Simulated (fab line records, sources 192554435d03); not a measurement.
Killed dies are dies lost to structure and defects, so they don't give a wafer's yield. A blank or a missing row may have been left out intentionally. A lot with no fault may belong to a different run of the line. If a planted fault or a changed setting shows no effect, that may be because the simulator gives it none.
Matching of chambers || flow n5 finfet || 4 sister chambers for N5_GATE_CUT_HM_OPEN_40 on rie diel-05
The step chemistry C4F6/O2, target SiO2, target depth 139 nm, time 85.1 s. 16 wafers are shown with their chamber, then 8 later ones without.

## EACH WAFER AND ITS CHAMBER
{"wafer": "L076.3", "chamber": 1, "drypump motor current A (A)": 5.7, "showerhead plenum p Torr (Torr)": 2.74, "throttle valve pct (%)": 21.25}
{"wafer": "L076.4", "chamber": 3, "drypump motor current A (A)": 5.2, "showerhead plenum p Torr (Torr)": 2.87, "throttle valve pct (%)": 21.05}
{"wafer": "L076.5", "chamber": 0, "drypump motor current A (A)": 5.9, "showerhead plenum p Torr (Torr)": 2.90, "throttle valve pct (%)": 20.81}
{"wafer": "L078.3", "chamber": 1, "drypump motor current A (A)": 5.7, "showerhead plenum p Torr (Torr)": 2.74, "throttle valve pct (%)": 21.24}
{"wafer": "L078.4", "chamber": 0, "drypump motor current A (A)": 5.9, "showerhead plenum p Torr (Torr)": 2.90, "throttle valve pct (%)": 20.82}
{"wafer": "L078.6", "chamber": 3, "drypump motor current A (A)": 5.2, "showerhead plenum p Torr (Torr)": 2.86, "throttle valve pct (%)": 21.05}
{"wafer": "L081.4", "chamber": 1, "drypump motor current A (A)": 5.7, "showerhead plenum p Torr (Torr)": 2.74, "throttle valve pct (%)": 21.23}
{"wafer": "L081.5", "chamber": 2, "drypump motor current A (A)": 6.7, "showerhead plenum p Torr (Torr)": 2.83, "throttle valve pct (%)": 20.87}
{"wafer": "L081.6", "chamber": 3, "drypump motor current A (A)": 5.2, "showerhead plenum p Torr (Torr)": 2.86, "throttle valve pct (%)": 21.06}
{"wafer": "L082.1", "chamber": 1, "drypump motor current A (A)": 5.7, "showerhead plenum p Torr (Torr)": 2.74, "throttle valve pct (%)": 21.26}
{"wafer": "L082.2", "chamber": 3, "drypump motor current A (A)": 5.2, "showerhead plenum p Torr (Torr)": 2.86, "throttle valve pct (%)": 21.06}
{"wafer": "L082.4", "chamber": 2, "drypump motor current A (A)": 6.7, "showerhead plenum p Torr (Torr)": 2.82, "throttle valve pct (%)": 20.88}
{"wafer": "L084.4", "chamber": 3, "drypump motor current A (A)": 5.2, "showerhead plenum p Torr (Torr)": 2.86, "throttle valve pct (%)": 21.08}
{"wafer": "L084.5", "chamber": 1, "drypump motor current A (A)": 5.7, "showerhead plenum p Torr (Torr)": 2.73, "throttle valve pct (%)": 21.28}
{"wafer": "L084.6", "chamber": 2, "drypump motor current A (A)": 6.8, "showerhead plenum p Torr (Torr)": 2.82, "throttle valve pct (%)": 20.89}
{"wafer": "L088.1", "chamber": 3, "drypump motor current A (A)": 5.2, "showerhead plenum p Torr (Torr)": 2.86, "throttle valve pct (%)": 21.07}

SIGNATURES (averages over the wafers above)
{"reading": "drypump motor current A", "chamber 0": 5.900, "chamber 1": 5.700, "chamber 2": 6.733, "chamber 3": 5.200, "scatter within a chamber": 0.0236}
{"reading": "showerhead plenum p Torr", "chamber 0": 2.9000, "chamber 1": 2.7380, "chamber 2": 2.8233, "chamber 3": 2.8617, "scatter within a chamber": 0.00438}
{"reading": "throttle valve pct", "chamber 0": 20.8150, "chamber 1": 21.2520, "chamber 2": 20.8800, "chamber 3": 21.0617, "scatter within a chamber": 0.0142}
Rule: a wafer lies at a distance from a chamber equal to the root of the sum of squares, over the readings, of (its reading less the chamber's mean, divided by the reading's scatter). The wafer belongs to the nearest chamber; if the next one is less than 2 further off, it can't be placed. How the scatter is found: for the shown wafers, subtract from each reading the mean of its chamber, square and add these, divide the total by (wafers less chambers), then take the root.

## WAFERS WITH NO CHAMBER GIVEN
{"wafer": "L088.3", "drypump motor current A (A)": 6.0, "showerhead plenum p Torr (Torr)": 2.90, "throttle valve pct (%)": 20.40}
{"wafer": "L088.5", "drypump motor current A (A)": 5.2, "showerhead plenum p Torr (Torr)": 2.86, "throttle valve pct (%)": 21.07}
{"wafer": "L091.2", "drypump motor current A (A)": 5.7, "showerhead plenum p Torr (Torr)": 2.73, "throttle valve pct (%)": 21.29}
{"wafer": "L091.4", "drypump motor current A (A)": 5.2, "showerhead plenum p Torr (Torr)": 2.85, "throttle valve pct (%)": 21.07}
{"wafer": "L091.5", "drypump motor current A (A)": 5.7, "showerhead plenum p Torr (Torr)": 2.73, "throttle valve pct (%)": 21.28}
{"wafer": "L096.2", "drypump motor current A (A)": 5.7, "showerhead plenum p Torr (Torr)": 2.72, "throttle valve pct (%)": 21.29}
{"wafer": "L096.3", "drypump motor current A (A)": 5.9, "showerhead plenum p Torr (Torr)": 2.89, "throttle valve pct (%)": 20.41}
{"wafer": "L096.5", "drypump motor current A (A)": 6.8, "showerhead plenum p Torr (Torr)": 2.81, "throttle valve pct (%)": 20.91}

## EACH ONE'S CHAMBER
{"wafer": "L088.3", "from the rows above": 0, "in truth": 0}
{"wafer": "L088.5", "from the rows above": 3, "in truth": 3}
{"wafer": "L091.2", "from the rows above": 1, "in truth": 1}
{"wafer": "L091.4", "from the rows above": 3, "in truth": 3}
{"wafer": "L091.5", "from the rows above": 1, "in truth": 1}
{"wafer": "L096.2", "from the rows above": 1, "in truth": 1}
{"wafer": "L096.3", "from the rows above": 0, "in truth": 0}
{"wafer": "L096.5", "from the rows above": 2, "in truth": 2}
Placed correctly: 8 of 8. From these rows, 0 cannot be placed. Wrongly placed: 0.
